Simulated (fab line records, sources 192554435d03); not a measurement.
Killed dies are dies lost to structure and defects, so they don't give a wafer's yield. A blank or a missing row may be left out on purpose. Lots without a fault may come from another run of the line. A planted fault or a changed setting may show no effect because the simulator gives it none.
Split-lot experiment | flow n5_finfet | 7 lots, 21 wafers read, on a route of 1938 steps

THE SPLIT
At N5_BEOL_M5_TRENCH_ETCH_37 (etches SiCOH lowk in C4F6/O2, target depth 71.652 nm, time 24.7 s), the setting bias_w was moved away from the recipe's 185 W on 9 of the 21 wafers read, by -15.8% to +11.3%. The other wafers ran this setting at the recipe's value.

The reading is taken at the split's own step.

THE READING
rf_vpp_V, in V, at N5_BEOL_M5_TRENCH_ETCH_37 (etches SiCOH lowk in C4F6/O2, target depth 71.652 nm, time 24.7 s). Fault-free wafers of this fab line usually give 660 V, standard deviation 15 V.

wafer  | tool, chamber at the split | bias_w as run, W | against the recipe | rf_vpp_V, V | against lot-mates on the recipe
L074.2 | rie_diel-01, 0             | 185              | recipe             | 644         | -
L074.3 | rie_diel-01, 2             | 205.9            | +11.3%             | 732         | +88
L074.4 | rie_diel-01, 1             | 205.9            | +11.3%             | 734         | +90
L075.2 | rie_diel-01, 3             | 185              | recipe             | 652         | -
L075.3 | rie_diel-01, 1             | 185              | recipe             | 675         | -
L075.6 | rie_diel-01, 0             | 171.6            | -7.2%              | 606         | -58
L077.1 | rie_diel-05, 3             | 172.7            | -6.6%              | 644         | -19
L077.5 | rie_diel-05, 2             | 172.7            | -6.6%              | 628         | -35
L077.6 | rie_diel-05, 1             | 185              | recipe             | 663         | -
L078.1 | rie_diel-05, 1             | 185              | recipe             | 662         | -
L078.3 | rie_diel-05, 0             | 185              | recipe             | 636         | -
L078.6 | rie_diel-05, 3             | 185              | recipe             | 679         | -
L088.2 | rie_diel-01, 3             | 185              | recipe             | 650         | -
L088.4 | rie_diel-01, 2             | 155.8            | -15.8%             | 587         | -76
L088.5 | rie_diel-01, 1             | 185              | recipe             | 675         | -
L095.1 | rie_diel-05, 0             | 199.4            | +7.8%              | 677         | +15
L095.3 | rie_diel-05, 2             | 185              | recipe             | 662         | -
L095.5 | rie_diel-05, 0             | 199.4            | +7.8%              | 676         | +14
L096.1 | rie_diel-01, 0             | 185              | recipe             | 641         | -
L096.3 | rie_diel-01, 2             | 161.8            | -12.5%             | 602         | -40
L096.5 | rie_diel-01, 0             | 185              | recipe             | 642         | -

THE FIT
A straight line over all 21 wafers: rf_vpp_V changes by +4.84 V for each +1% of bias_w; r = +0.91; the points scatter about the line by 16 V.
The same after taking each lot's own level away (the mean of its wafers on the recipe; 21 wafers): +5.11 V for each +1%; r = +0.89; scatter 18 V.
On that fit, the largest move of bias_w shifts the reading by 81 V.
The lots' own levels span 641.5 to 663.5 V, that is 1.5 times the standard deviation above.
So the lot-to-lot level changes the slope little: the two slopes agree.
Check: with one of the wafers moved furthest among these (-15.8%) left out of the fit, the line predicts -80.4 V for it against its lot-mates. It came out at -75.5 V against them.
Tool readings at the split's step, against how far the setting was moved: rf_vpp_V r = +0.91.

OTHER SPLITS ON THESE WAFERS
These wafers also went through other splits before the reading. Each is held against what the fit with the lots' levels taken away leaves over:
other split on the same wafers | wafers away from the commonest value | r with rf_vpp_V (lot level and that fit taken away)
N5_BEOL_M4_EXPOSE_25 dose_mj   | 9                                    | -0.04
N5_BEOL_M4_ALD_98 ald_cycles   | 7                                    | +0.31
N5_BEOL_M5_ETCH_72 bias_w      | 8                                    | -0.17
N5_BEOL_M5_COAT_22 spin_rpm    | 4                                    | +0.00

THE FILE'S OWN FIT
rf_vpp_V changes by +4.9 V for each +1% of bias_w, r = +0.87.
